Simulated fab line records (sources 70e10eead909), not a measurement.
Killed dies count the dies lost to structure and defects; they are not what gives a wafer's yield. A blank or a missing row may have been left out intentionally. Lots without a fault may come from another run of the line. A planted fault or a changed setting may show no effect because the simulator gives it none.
Matching of chambers | flow nand-harc | rie-diel-02 running NHARC_A_STAIRCASE_TRIM_229: 4 sister chambers
The step chemistry O2, time 211.2 s. 16 wafers are shown with their chamber, then 8 later ones without.

## WAFERS PAIRED WITH THEIR CHAMBERS
wafer  | chamber | showerhead-plenum-p-Torr (Torr) | oes-product-au (a.u.) | throttle-valve-pct (%)
L074.1 | 1       | 3.34                            | 0.983                 | 17.064
L074.5 | 1       | 3.34                            | 0.983                 | 17.043
L074.6 | 0       | 3.79                            | 1.004                 | 17.039
L079.1 | 3       | 3.38                            | 1.003                 | 17.039
L079.4 | 0       | 3.78                            | 1.006                 | 17.042
L079.5 | 3       | 3.38                            | 0.990                 | 17.027
L078.2 | 2       | 3.60                            | 1.014                 | 17.052
L078.4 | 0       | 3.78                            | 1.001                 | 17.030
L078.5 | 3       | 3.38                            | 1.016                 | 17.027
L080.3 | 0       | 3.78                            | 1.000                 | 17.028
L080.5 | 0       | 3.78                            | 0.997                 | 17.041
L080.6 | 2       | 3.60                            | 1.005                 | 17.048
L086.2 | 1       | 3.34                            | 0.984                 | 17.042
L086.3 | 2       | 3.60                            | 1.004                 | 17.032
L086.4 | 0       | 3.78                            | 1.004                 | 17.020
L084.1 | 3       | 3.37                            | 0.995                 | 17.032

SIGNATURES (means of the wafers above)
reading                  | chamber 0 | chamber 1 | chamber 2 | chamber 3 | scatter within a chamber
showerhead-plenum-p-Torr | 3.7817    | 3.3400    | 3.6000    | 3.3775    | 0.00363
oes-product-au           | 1.00200   | 0.98333   | 1.00767   | 1.00100   | 0.00646
throttle-valve-pct       | 17.03333  | 17.04967  | 17.04400  | 17.03125  | 0.00919
Rule: a wafer's distance from a chamber is the root of the sum, over the readings, of the square of ((its reading less the chamber's mean) divided by the reading's scatter). If the next closest chamber is less than 2 further off than the closest, the wafer can't be placed; otherwise it belongs to the closest. The scatter: take each reading less its chamber's mean, square it, sum over the shown wafers, divide by the number of wafers less the number of chambers, and take the root.

## WAFERS WHOSE CHAMBER IS MISSING
wafer  | showerhead-plenum-p-Torr (Torr) | oes-product-au (a.u.) | throttle-valve-pct (%)
L084.2 | 3.34                            | 0.995                 | 17.032
L084.5 | 3.37                            | 0.985                 | 17.037
L088.2 | 3.77                            | 1.001                 | 17.021
L088.3 | 3.59                            | 0.986                 | 17.033
L088.6 | 3.77                            | 1.007                 | 17.058
L093.2 | 3.33                            | 0.978                 | 17.049
L093.3 | 3.59                            | 0.992                 | 17.018
L093.5 | 3.33                            | 0.987                 | 17.040

## WHICH CHAMBER EACH ONE RAN IN
wafer  | from the rows above | in truth
L084.2 | 1                   | 1
L084.5 | 3                   | 3
L088.2 | 0                   | 0
L088.3 | 2                   | 2
L088.6 | 0                   | 0
L093.2 | 1                   | 1
L093.3 | 2                   | 2
L093.5 | 1                   | 1
8 of 8 placed correctly. Left unplaced by these rows: 0. Number placed wrongly: 0.
